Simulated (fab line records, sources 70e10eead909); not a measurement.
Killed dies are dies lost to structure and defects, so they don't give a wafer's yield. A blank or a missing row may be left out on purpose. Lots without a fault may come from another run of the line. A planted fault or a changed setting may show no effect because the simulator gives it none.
A struck lot beside a sound one | flow nand_harc | 14 steps out of a route of 1159
Sound: wafers L788.2, L788.3, L788.5. Struck: wafers L790.1, L790.5, L790.6. The cause comes at the end.
At each step with rows: each side's tool, then ch and its chambers, then its first start. Under that, the readings that differ: sound wafers | struck wafers | difference of the means | sigmas: that difference in standard deviations of wafers without a fault.
alike: readings whose means differ by less than 2 such deviations, and words and numbers that are the same on both sides. not compared: withheld readings, readings that some wafer has no value for, bounds like >300 that may hide the same value, and numbers for which the record gives no deviation and whose values overlap.
The two part at a step that has a row with sigmas, a row that says differs or no value, or rows on one side only. Numbers that don't overlap but have no deviation are shown without sigmas and don't part them. A reading that every wafer of one side lacks parts them only if that side has two wafers or more.

NHARC_A_BLC_STRIP_29: strips in CF4.
  sound on rie_diel-02 ch 0,1,2, day 18 04:13; struck on rie_diel-02 ch 0,2,3, day 19 07:25
  alike: chamber_pressure_mTorr, drypump_motor_current_A, oes_product_au, rf_vpp_V, showerhead_plenum_p_Torr, throttle_valve_pct
  not compared: rf_hours_counter_h
then, 2 steps without rows for these wafers: NHARC_A_BLC_STRIP_21 (strips in O2); NHARC_A_BLC_STRIP_22 (strips in post etch residue remover, time 600 s).
NHARC_A_BLC_DEGAS_30: time 60 s.
  sound on pvd_sputter-01, day 18 04:44; struck on pvd_sputter-03, day 19 07:59
  alike: heater_power_w, susceptor_temp_C
then, 1 step without rows for these wafers: NHARC_A_BLC_PRE_CLEAN_31 (time 15 s).
NHARC_A_BLC_PVD_32: deposits Ti, target thk 5 nm, time 17.7 s.
  sound on pvd_sputter-01; struck on pvd_sputter-03
  alike: throttle_valve_pct
NHARC_A_BLC_ALD_23: deposits TiN, target thk 3 nm, pulse time 1 s, ald cycles 150.
  sound on ald_metal-03 ch 0,1,2, day 18 04:59; struck on ald_metal-03 ch 0,2,3, day 19 08:15
  alike: heater_power_w, precursor_pulse_height_rel, susceptor_temp_C
  not compared: since_wet_clean_h
then, 1 step without rows for these wafers: NHARC_A_BLC_CVD_24 (deposits W, target thk 150 nm, time 434 s).
NHARC_A_BLC_CMP_25: polishes, t overpolish 30 s, target thk 150 nm.
  sound on cmp-01 ch 0,1,2, day 18 05:47; struck on cmp-01 ch 0,1,2, day 19 09:04
  alike: motor_current_A, overpolish_run_s, time_to_endpoint_s
then, 1 step without rows for these wafers: NHARC_A_BLC_SRD_27.
NHARC_A_BLC_INSPECT_28:
  sound on defect_inspect-02, day 18 06:08; struck on defect_inspect-01, day 19 09:25
  alike: raw_defect_count
NHARC_A_M0_DEP_00: deposits SiOC, target thk 150 nm.
  sound on pecvd-02 ch 0,1,2, day 18 06:16; struck on pecvd-02 ch 0,1, day 19 09:34
  no value came back on the struck wafers for chamber_pressure_Torr (Torr), rf_fwd_power_W (W), showerhead_vpp_V (V); on the sound wafers chamber_pressure_Torr (Torr) reads 4.992 4.998 5.021
  not compared: since_wet_clean_h
then, 1 step without rows for these wafers: NHARC_A_M0_DEHYDRATE_01 (time 120 s).
-- the record jumps here: 2 days lie between the struck wafers' starts before and after (it left off in module A_M0 and takes up again in module END, whose first step shown is number 1159 of the route) --
NHARC_END_SORT_01:
  the record has rows for the struck wafers here (prober-02 ch 0, day 21 19:41) and none for the sound ones

WHERE THEY PART
First at NHARC_A_M0_DEP_00; last, within this record, at NHARC_END_SORT_01.

WHY: what the simulator had put in
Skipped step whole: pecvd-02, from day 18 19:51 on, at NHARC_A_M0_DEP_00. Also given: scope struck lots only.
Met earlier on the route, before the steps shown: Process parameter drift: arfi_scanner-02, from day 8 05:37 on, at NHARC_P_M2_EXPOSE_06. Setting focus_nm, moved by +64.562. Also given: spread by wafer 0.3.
